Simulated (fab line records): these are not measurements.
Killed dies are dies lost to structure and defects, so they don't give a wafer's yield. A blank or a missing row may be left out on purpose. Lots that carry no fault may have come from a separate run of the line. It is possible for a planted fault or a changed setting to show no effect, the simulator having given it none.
Chamber matching :: flow n5_finfet :: N5_BEOL_M8_STRIP_19 on rie_diel-04: 4 sister chambers
The step strips in O2. 4 wafers are shown with their chamber, then 11 later ones without.

== WAFERS PAIRED WITH THEIR CHAMBERS ==
wafer: L080.4
chamber: 2
drypump_motor_current_A (A): 5.3

wafer: L093.2
chamber: 1
drypump_motor_current_A (A): 6.2

wafer: L093.4
chamber: 3
drypump_motor_current_A (A): 6.0

wafer: L090.1
chamber: 0
drypump_motor_current_A (A): 5.7

== WAFERS MISSING THEIR CHAMBER ==
wafer: L090.4
drypump_motor_current_A (A): 6.2

wafer: L090.6
drypump_motor_current_A (A): 6.0

wafer: L092.3
drypump_motor_current_A (A): 5.8

wafer: L092.5
drypump_motor_current_A (A): 5.3

wafer: L092.6
drypump_motor_current_A (A): 6.2

wafer: L091.1
drypump_motor_current_A (A): 6.0

wafer: L091.2
drypump_motor_current_A (A): 5.3

wafer: L091.6
drypump_motor_current_A (A): 6.0

wafer: L097.2
drypump_motor_current_A (A): 5.3

wafer: L097.3
drypump_motor_current_A (A): 6.2

wafer: L097.5
drypump_motor_current_A (A): 5.8

== THE CHAMBER EACH PASSED THROUGH ==
wafer: L090.4
from the rows above: 1
in truth: 1

wafer: L090.6
from the rows above: 3
in truth: 3

wafer: L092.3
from the rows above: 0
in truth: 0

wafer: L092.5
from the rows above: 2
in truth: 2

wafer: L092.6
from the rows above: 1
in truth: 1

wafer: L091.1
from the rows above: 3
in truth: 3

wafer: L091.2
from the rows above: 2
in truth: 2

wafer: L091.6
from the rows above: 3
in truth: 3

wafer: L097.2
from the rows above: 2
in truth: 2

wafer: L097.3
from the rows above: 1
in truth: 1

wafer: L097.5
from the rows above: 0
in truth: 0
11 of 11 placed correctly. Left unplaced by these rows: 0. Placed wrongly: 0.
How it was worked out, from the rows above alone: a wafer's distance from a chamber is the root of the sum, over the readings, of the square of ((its reading less the chamber's mean) divided by the reading's scatter). If the next closest chamber is less than 2 further off than the closest, the wafer can't be placed; otherwise it belongs to the closest. For every chamber, the mean is computed from those of its wafers that are shown. The scatter: with one shown wafer a chamber, the root of the mean of the squares of how far each hidden wafer lies from its nearest shown one.
